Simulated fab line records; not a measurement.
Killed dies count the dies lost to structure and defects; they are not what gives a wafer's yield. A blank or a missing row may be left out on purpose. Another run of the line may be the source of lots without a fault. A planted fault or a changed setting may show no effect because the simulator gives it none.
Which tool is to blame?    flow n5_finfet    24 lots with 72 wafers sampled at 3 steps, on a route of 1938 steps

WHAT EACH GAUGE READ, for each wafer
N5_BEOL_M0_SAQP_OVL_MEAS_15.
lot   measured      on          M0_CORE_OVL (nm)
L074  day 5 11:37   overlay-01  0.2 0.7 0.7
L075  day 5 17:51   overlay-01  -0.4 0.5 1.0
L076  day 5 22:15   overlay-01  0.1 1.1 0.4
L077  day 6 03:31   overlay-01  0.2 0.0 1.1
L078  day 6 15:31   overlay-02  0.9 0.6 0.1
L079  day 6 18:53   overlay-01  1.3 0.7 0.5
L080  day 7 02:37   overlay-01  2.0 0.7 1.4
L081  day 7 06:51   overlay-02  -0.7 -0.7 -0.9
L082  day 7 10:04   overlay-01  1.3 -0.2 0.3
L083  day 7 18:46   overlay-01  -0.7 -0.7 -1.3
L084  day 7 22:38   overlay-01  -0.5 -0.7 0.4
L085  day 8 09:26   overlay-02  -1.1 0.2 0.7
L086  day 8 13:01   overlay-01  2.1 0.8 1.6
L087  day 8 21:18   overlay-02  0.3 1.9 0.5
L088  day 9 02:08   overlay-01  -0.6 0.9 0.4
L089  day 9 06:14   overlay-02  1.5 1.3 0.8
L090  day 9 12:31   overlay-01  -0.5 1.2 1.3
L091  day 9 17:31   overlay-01  0.2 -0.7 0.1
L092  day 9 21:47   overlay-02  0.9 0.4 0.5
L093  day 10 01:00  overlay-02  -1.0 0.7 -1.2
L094  day 10 15:49  overlay-02  0.5 0.8 0.9
L095  day 10 20:44  overlay-02  0.1 1.4 0.6
L096  day 11 00:20  overlay-01  0.5 -1.2 0.7
L097  day 11 08:16  overlay-02  0.7 0.2 0.9

TOOL THAT RAN EACH LOT (tool first, then ch and the chambers of the sampled wafers, then the start)
lot   N5_MOL_CONTACT_COAG_CVD_140    N5_BEOL_M0_SAQP_PECVD_00
L074  cvd_w-01 ch 0,1, day 5 06:15   pecvd-01 ch 0,1,2, day 5 10:11
L075  cvd_w-01 ch 0,1, day 5 12:52   pecvd-01 ch 0,1,2, day 5 16:53
L076  cvd_w-01 ch 0,1, day 5 17:05   pecvd-04 ch 0,1,2, day 5 21:01
L077  cvd_w-01 ch 0,1, day 5 22:40   pecvd-02 ch 0,1, day 6 02:41
L078  cvd_w-02 ch 0,1, day 6 09:37   pecvd-04 ch 1, day 6 13:37
L079  cvd_w-01 ch 0,1, day 6 12:31   pecvd-04 ch 0,1, day 6 16:38
L080  cvd_w-02 ch 0,1, day 6 21:40   pecvd-02 ch 0,1,2, day 7 01:41
L081  cvd_w-01 ch 0,1, day 7 01:35   pecvd-01 ch 0,1,2, day 7 05:36
L082  cvd_w-01 ch 0,1, day 7 04:19   pecvd-01 ch 0,1,2, day 7 08:35
L083  cvd_w-01 ch 0,1, day 7 11:56   pecvd-01 ch 1,2, day 7 15:56
L084  cvd_w-01 ch 1, day 7 15:50     pecvd-01 ch 1,2, day 7 19:52
L085  cvd_w-02 ch 0,1, day 8 04:17   pecvd-02 ch 1,2, day 8 08:12
L086  cvd_w-01 ch 0,1, day 8 05:13   pecvd-04 ch 0,2, day 8 11:13
L087  cvd_w-02 ch 0,1, day 8 14:54   pecvd-01 ch 0,1,2, day 8 18:54
L088  cvd_w-02 ch 0,1, day 8 20:17   pecvd-04 ch 0,2, day 9 00:23
L089  cvd_w-01 ch 0,1, day 8 21:37   pecvd-01 ch 0,1, day 9 03:23
L090  cvd_w-01 ch 0,1, day 9 07:26   pecvd-02 ch 1, day 9 11:26
L091  cvd_w-01 ch 0,1, day 9 12:07   pecvd-01 ch 0,1, day 9 16:08
L092  cvd_w-01 ch 1, day 9 16:31     pecvd-02 ch 1, day 9 20:31
L093  cvd_w-02 ch 0,1, day 9 19:02   pecvd-04 ch 0,1, day 9 23:32
L094  cvd_w-02 ch 0,1, day 10 09:51  pecvd-04 ch 0, day 10 13:50
L095  cvd_w-01 ch 0,1, day 10 15:27  pecvd-02 ch 0,1, day 10 19:28
L096  cvd_w-01 ch 0,1, day 10 18:34  pecvd-01 ch 0,1,2, day 10 22:33
L097  cvd_w-02 ch 0,1, day 11 02:43  pecvd-01 ch 0,2, day 11 06:43
- N5_MOL_CONTACT_COAG_CVD_140: deposits W, target thk 66.5 nm, time 215 s.
- N5_BEOL_M0_SAQP_PECVD_00: deposits SiCN from 3MS/NH3, target thk 8 nm, time 14 s.

WHAT THE TOOLS THEMSELVES READ (means of the sampled wafers that have a number; where no wafer has one, the mark that the record gives instead)
N5_MOL_CONTACT_COAG_CVD_140.
lot   tool      heater_power_w (W)
L074  cvd_w-01  449
L075  cvd_w-01  447
L076  cvd_w-01  410
L077  cvd_w-01  448
L078  cvd_w-02  526
L079  cvd_w-01  409
L080  cvd_w-02  555
L081  cvd_w-01  415
L082  cvd_w-01  411
L083  cvd_w-01  407
L084  cvd_w-01  371
L085  cvd_w-02  522
L086  cvd_w-01  412
L087  cvd_w-02  558
L088  cvd_w-02  551
L089  cvd_w-01  446
L090  cvd_w-01  410
L091  cvd_w-01  419
L092  cvd_w-01  370
L093  cvd_w-02  566
L094  cvd_w-02  534
L095  cvd_w-01  417
L096  cvd_w-01  458
L097  cvd_w-02  563

N5_BEOL_M0_SAQP_PECVD_00.
lot   tool      showerhead_plenum_p_Torr (Torr)  throttle_valve_pct (%)
L074  pecvd-01  3.672                            8.7
L075  pecvd-01  3.677                            8.6
L076  pecvd-04  3.668                            9.4
L077  pecvd-02  3.663                            9.0
L078  pecvd-04  3.672                            9.2
L079  pecvd-04  3.684                            9.2
L080  pecvd-02  3.659                            8.8
L081  pecvd-01  3.675                            8.8
L082  pecvd-01  3.677                            8.5
L083  pecvd-01  3.674                            9.0
L084  pecvd-01  3.675                            9.0
L085  pecvd-02  3.663                            8.8
L086  pecvd-04  3.670                            9.4
L087  pecvd-01  3.668                            8.8
L088  pecvd-04  3.670                            9.4
L089  pecvd-01  3.676                            8.9
L090  pecvd-02  3.662                            8.8
L091  pecvd-01  3.674                            8.6
L092  pecvd-02  3.660                            8.6
L093  pecvd-04  3.674                            9.2
L094  pecvd-04  3.690                            9.3
L095  pecvd-02  3.657                            9.0
L096  pecvd-01  3.672                            8.8
L097  pecvd-01  3.672                            8.6

THE ANSWER, worked out from the rows above alone
Rule: the lots themselves supply what counts as usual. The widest of any qualifying gaps counts: lots, ordered by their means at a reading, are off when they make up no more than a third of the lots, leave a main group of 4 or more, and stand apart from it by 3 or more times the standard deviation of that group's means. A main group whose means are all the same, to the digits that the tables above print for the reading, isn't used. Also off: a lot with no number at a reading for which 4 or more lots have one. The other lots that the step has rows for count as sound. First the gauges in route order, then the tools' own readings, where a lot's mean is used as printed above. At the first step where some lot is off, the reading lying furthest off is the one used; lots without a number count as furthest.
None of the lots is off at any reading shown; this tells nothing.

WHAT THE SIMULATOR HAD PUT IN
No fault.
